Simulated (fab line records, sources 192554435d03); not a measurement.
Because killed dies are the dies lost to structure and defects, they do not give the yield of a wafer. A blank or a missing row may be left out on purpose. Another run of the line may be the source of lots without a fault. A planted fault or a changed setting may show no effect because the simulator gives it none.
Matching of chambers    flow n5Finfet    N5_BEOL_M11_ETCH_65 on rieDiel-04 has 4 sister chambers
The step etches SiARC in CF4, target depth 39 nm, time 65 s. 16 wafers are shown with their chamber, then 8 later ones without.

WAFERS WITH THEIR CHAMBER
wafer   chamber  drypumpMotorCurrentA (A)  showerheadPlenumPTorr (Torr)  throttleValvePct (%)
L075.3  3        5.4                       2.17                          15.36
L075.4  2        5.3                       2.19                          15.26
L075.6  0        5.4                       2.06                          15.56
L076.3  2        5.2                       2.19                          15.28
L076.4  1        6.4                       2.16                          15.65
L076.6  3        5.4                       2.17                          15.36
L082.2  0        5.4                       2.05                          15.59
L082.4  2        5.3                       2.19                          15.29
L082.6  0        5.4                       2.06                          15.58
L088.3  1        6.4                       2.16                          15.70
L088.4  2        5.2                       2.18                          15.33
L088.6  2        5.3                       2.18                          15.32
L089.4  3        5.4                       2.16                          15.41
L089.5  2        5.3                       2.18                          15.34
L089.6  3        5.4                       2.16                          15.42
L091.1  3        5.4                       2.16                          15.42

SIGNATURES (averages over the wafers above)
reading                chamber 0  chamber 1  chamber 2  chamber 3  scatter within a chamber
drypumpMotorCurrentA   5.400      6.400      5.267      5.400      0.0333
showerheadPlenumPTorr  2.0567     2.1600     2.1850     2.1640     0.0053
throttleValvePct       15.5767    15.6750    15.3033    15.3940    0.0297
Rule: a wafer lies at a distance from a chamber equal to the root of the sum of squares, over the readings, of (its reading less the chamber's mean, divided by the reading's scatter). The wafer belongs to the nearest chamber; if the next one is less than 2 further off, it can't be placed. The scatter: take each reading less its chamber's mean, square it, sum over the shown wafers, divide by the number of wafers less the number of chambers, and take the root.

WAFERS MISSING THEIR CHAMBER
wafer   drypumpMotorCurrentA (A)  showerheadPlenumPTorr (Torr)  throttleValvePct (%)
L091.2  5.2                       2.18                          15.34
L091.5  5.4                       2.05                          15.64
L093.1  5.3                       2.18                          15.33
L093.2  6.4                       2.15                          15.73
L093.3  5.4                       2.16                          15.43
L094.2  6.4                       2.15                          15.73
L094.4  5.2                       2.18                          15.35
L094.5  5.4                       2.05                          15.63

WHICH CHAMBER EACH WENT THROUGH
wafer   from the rows above  in truth
L091.2  2                    2
L091.5  0                    0
L093.1  2                    2
L093.2  1                    1
L093.3  3                    3
L094.2  1                    1
L094.4  2                    2
L094.5  0                    0
8 of 8 placed correctly. Number that these rows cannot place: 0. 0 placed wrongly.
